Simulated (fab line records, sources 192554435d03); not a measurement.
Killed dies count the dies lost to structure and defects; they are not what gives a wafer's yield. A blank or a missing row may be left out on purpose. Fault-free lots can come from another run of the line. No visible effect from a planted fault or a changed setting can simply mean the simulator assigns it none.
Which tool was responsible?    flow n5Finfet    34 wafers from 14 lots sampled at 5 of the route's 1938 steps

== WHAT EACH GAUGE READ, for each wafer ==
N5_BEOL_M8_THK_MEAS_01.
lot   measured      on            M8_ILD_THK (nm)
L445  day 9 09:37   filmMetro-02  156.6 156.1 155.4
L448  day 9 21:40   filmMetro-01  156.4 154.8
L447  day 10 06:12  filmMetro-02  154.3 157.6
L449  day 10 06:23  filmMetro-02  153.1 153.7
L451  day 10 12:47  filmMetro-01  156.1 159.2
L452  day 11 08:37  filmMetro-02  155.8 158.0
L453  day 11 09:41  filmMetro-02  154.9 158.1
L455  day 11 18:16  filmMetro-02  156.0 156.9
L456  day 11 19:15  filmMetro-01  155.4 152.3 156.7
L457  day 12 09:15  filmMetro-01  158.5 157.1
L463  day 13 15:51  filmMetro-02  155.1 159.2 158.8
L462  day 13 22:21  filmMetro-02  152.8 154.1 157.3
L466  day 14 15:52  filmMetro-02  156.7 155.1 157.0
L467  day 15 03:53  filmMetro-01  149.6 153.2 152.4

N5_BEOL_M8_CD_MEAS_18: pitch 80 nm, target cd 40 nm.
lot   measured      on        cdNm (nm)
L445  day 9 11:10   cdSem-02  40.0 41.4 39.2
L448  day 9 23:42   cdSem-03  39.3 39.5
L447  day 10 08:37  cdSem-01  40.4 40.1
L449  day 10 09:05  cdSem-01  39.2 40.1
L451  day 10 16:17  cdSem-01  39.3 38.1
L452  day 11 11:08  cdSem-01  40.7 40.8
L453  day 11 11:31  cdSem-02  40.7 40.1
L455  day 11 20:32  cdSem-02  41.3 40.4
L456  day 11 20:58  cdSem-02  40.3 41.3 40.7
L457  day 12 12:31  cdSem-03  40.3 39.8
L463  day 13 19:00  cdSem-01  39.8 40.5 40.4
L462  day 13 23:40  cdSem-03  39.7 39.7 40.3
L466  day 14 18:59  cdSem-03  40.4 41.4 40.4
L467  day 15 06:30  cdSem-02  40.4 40.0 40.4

N5_BEOL_M8_CD_MEAS_28 targets a cd of 40 nm.
lot   measured      on        cdNm (nm)
L445  day 9 13:04   cdSem-02  40.19 40.38 40.07
L448  day 10 00:59  cdSem-02  39.90 39.96
L447  day 10 10:31  cdSem-03  40.15 40.09
L449  day 10 11:14  cdSem-02  40.09 40.08
L451  day 10 18:04  cdSem-02  40.39 39.75
L452  day 11 11:37  cdSem-01  39.64 40.09
L453  day 11 14:37  cdSem-03  40.08 39.97
L455  day 11 21:50  cdSem-02  39.78 40.49
L456  day 11 21:45  cdSem-02  39.63 39.91 39.89
L457  day 12 13:52  cdSem-01  40.17 40.04
L463  day 13 19:19  cdSem-01  39.61 39.82 40.22
L462  day 14 00:51  cdSem-01  40.22 40.15 39.85
L466  day 14 21:10  cdSem-03  40.31 40.18 40.15
L467  day 15 07:16  cdSem-01  40.52 40.05 40.36

N5_BEOL_M8_OVL_MEAS_29.
lot   measured      on          V7_OVL (nm)
L445  day 9 13:07   overlay-01  -0.2 -0.2 -1.3
L448  day 10 01:01  overlay-01  -0.7 -1.5
L447  day 10 10:34  overlay-02  0.7 -0.7
L449  day 10 11:16  overlay-01  -0.2 -0.9
L451  day 10 18:05  overlay-01  -0.3 0.6
L452  day 11 11:39  overlay-01  -0.9 0.1
L453  day 11 14:40  overlay-01  0.0 -0.1
L455  day 11 21:53  overlay-02  -0.5 -1.4
L456  day 11 21:47  overlay-01  -1.8 -0.3 0.2
L457  day 12 13:55  overlay-01  -0.9 -0.1
L463  day 13 19:20  overlay-02  5.8 6.4 5.8
L462  day 14 00:53  overlay-02  7.8 7.0 5.9
L466  day 14 21:13  overlay-01  -0.6 -1.2 0.8
L467  day 15 07:19  overlay-01  -0.2 -0.6 -0.5

== WHAT TOOL EACH LOT RAN ON (gives the tool, then ch and the chambers of the sampled wafers, and finally the start) ==
lot   N5_BEOL_M8_EXPOSE_25
L445  euvScanner-02 ch 0, day 9 12:57
L448  euvScanner-02 ch 0, day 10 00:51
L447  euvScanner-02 ch 0, day 10 10:24
L449  euvScanner-02 ch 0, day 10 11:07
L451  euvScanner-02 ch 0, day 10 17:56
L452  euvScanner-01 ch 0, day 11 11:29
L453  euvScanner-01 ch 0, day 11 14:30
L455  euvScanner-01 ch 0, day 11 21:43
L456  euvScanner-01 ch 0, day 11 21:38
L457  euvScanner-01 ch 0, day 12 13:46
L463  euvScanner-02 ch 0, day 13 19:11
L462  euvScanner-02 ch 0, day 14 00:43
L466  euvScanner-01 ch 0, day 14 21:04
L467  euvScanner-01 ch 0, day 15 07:09
- N5_BEOL_M8_EXPOSE_25: exposes mask V7, target cd 40 nm.

== WHAT THE TOOLS THEMSELVES READ (means of the sampled wafers that have a number; where no wafer has one, the mark that the record gives instead) ==
The record holds no such reading with a usual standard deviation.

== THE ANSWER, worked out from the rows above alone ==
Rule: usual is defined by the lots themselves. Put in order of their means at a reading, lots are off if they are a third of the lots or fewer, leave a main group of 4 or more, and stand apart from it by a gap of 3 or more times the standard deviation of the main group's means; of several such gaps the widest counts. If all means in a main group match to the digits the tables above print for the reading, that group is not used. Also off: a lot with no number at a reading for which 4 or more lots have one. Where the step has rows for the other lots, those lots are counted as sound. First the gauges in route order, then the tools' own readings, where a lot's mean is used as printed above. At the first step where some lot is off, the reading lying furthest off is the one used; lots without a number count as furthest.
Off: at N5_BEOL_M8_OVL_MEAS_29 (V7_OVL), L463, L462. Main group: mean -0.4 nm, sd 0.35.
A tool fits if, at a process step before that reading, it ran every lot that is off, and no sound lot after the first of them. Those tools and the gauges at N5_BEOL_M8_OVL_MEAS_29 are tried in the same way. Can't be told from this: 2 tools fit, euvScanner-02 at N5_BEOL_M8_EXPOSE_25, overlay-02 at N5_BEOL_M8_OVL_MEAS_29.

== WHAT THE SIMULATOR HAD INSERTED ==
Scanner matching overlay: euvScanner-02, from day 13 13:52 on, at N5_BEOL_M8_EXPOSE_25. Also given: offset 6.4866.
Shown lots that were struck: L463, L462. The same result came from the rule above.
